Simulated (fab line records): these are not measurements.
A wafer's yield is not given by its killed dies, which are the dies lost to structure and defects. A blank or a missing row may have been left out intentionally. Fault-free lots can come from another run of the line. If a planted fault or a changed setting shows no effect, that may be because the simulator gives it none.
Split-lot study -- flow n5_finfet -- 21 wafers read from 7 lots, route of 1938 steps

THE SPLIT
At N5_BEOL_M10_ETCH_41 (etches SiCN in CH3F/O2, target depth 42.6 nm, time 86 s), the setting source_w was moved away from the recipe's 395 W on 5 of the 21 wafers read, by -16.6% to +17.3%. For the rest of the wafers, this setting stayed at what the recipe calls for.

The reading is taken at the split's own step.

THE READING
rf_vpp_V, in V, at N5_BEOL_M10_ETCH_41 (etches SiCN in CH3F/O2, target depth 42.6 nm, time 86 s). A value of 297.7 V with a standard deviation of 1.5 V is what fault-free wafers of this fab line usually give.

wafer,"tool, chamber at the split","source_w as run, W",against the recipe,"rf_vpp_V, V",against lot-mates on the recipe
L082.2,"rie_diel-06, 0",439.7,+11.3%,283.5,-13.2
L082.4,"rie_diel-06, 3",395,recipe,296.7,-
L082.6,"rie_diel-06, 1",439.7,+11.3%,286.3,-10.4
L078.3,"rie_diel-05, 2",395,recipe,299.5,-
L078.4,"rie_diel-05, 0",395,recipe,296.4,-
L078.5,"rie_diel-05, 2",395,recipe,299.9,-
L084.1,"rie_diel-06, 1",395,recipe,298.9,-
L084.2,"rie_diel-06, 0",395,recipe,296.1,-
L084.4,"rie_diel-06, 2",395,recipe,296.8,-
L086.1,"rie_diel-04, 2",395,recipe,298.9,-
L086.5,"rie_diel-04, 0",395,recipe,297.8,-
L086.6,"rie_diel-04, 3",395,recipe,295.3,-
L090.4,"rie_diel-05, 0",463.2,+17.3%,282.2,-16.2
L090.5,"rie_diel-05, 1",395,recipe,298.2,-
L090.6,"rie_diel-05, 2",395,recipe,298.6,-
L089.1,"rie_diel-06, 3",395,recipe,297.4,-
L089.3,"rie_diel-06, 1",329.5,-16.6%,317.2,+18.9
L089.4,"rie_diel-06, 2",395,recipe,299.1,-
L093.1,"rie_diel-05, 3",430.1,+8.9%,286.5,-10.4
L093.4,"rie_diel-05, 2",395,recipe,297.4,-
L093.6,"rie_diel-05, 0",395,recipe,296.4,-

THE FIT
A straight line over all 21 wafers: rf_vpp_V changes by -1.08 V for each +1% of source_w; r = -0.98; the points scatter about the line by 1.6 V.
The same after taking each lot's own level away (the mean of its wafers on the recipe; 21 wafers): -1.05 V for each +1%; r = -0.98; scatter 1.3 V.
According to that fit, moving source_w by its largest amount changes the reading by 18 V.
Measured against the standard deviation above, the lots' own levels, which go from 296.70 to 298.60 V, span 1.3 times it.
So the lot-to-lot level changes the slope little: the two slopes agree.
Check: for one of the wafers moved furthest among these (+17.3%), held out of the fit, the line's prediction against its lot-mates is -19 V. It came out at -16.2 V against them.
Tool readings at the split's step, against how far the setting was moved: rf_vpp_V r = -0.98.

FURTHER SPLITS ON THESE WAFERS
Before the reading, these wafers also passed through other splits. Each is held against what the fit with the lots' levels taken away leaves over:
other split on the same wafers,wafers away from the commonest value,r with rf_vpp_V (lot level and that fit taken away)
N5_BEOL_M5_COAT_22 spin_rpm,8,+0.09
N5_BEOL_M6_HM_DEP_02 target_thk_a,8,+0.10
N5_BEOL_M8_EXPOSE_25 dose_mj,5,+0.34
N5_BEOL_M9_COAT_22 spin_rpm,4,+0.26

FILE'S OWN FIT
rf_vpp_V changes by -1.05 V for each +1% of source_w, r = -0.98.
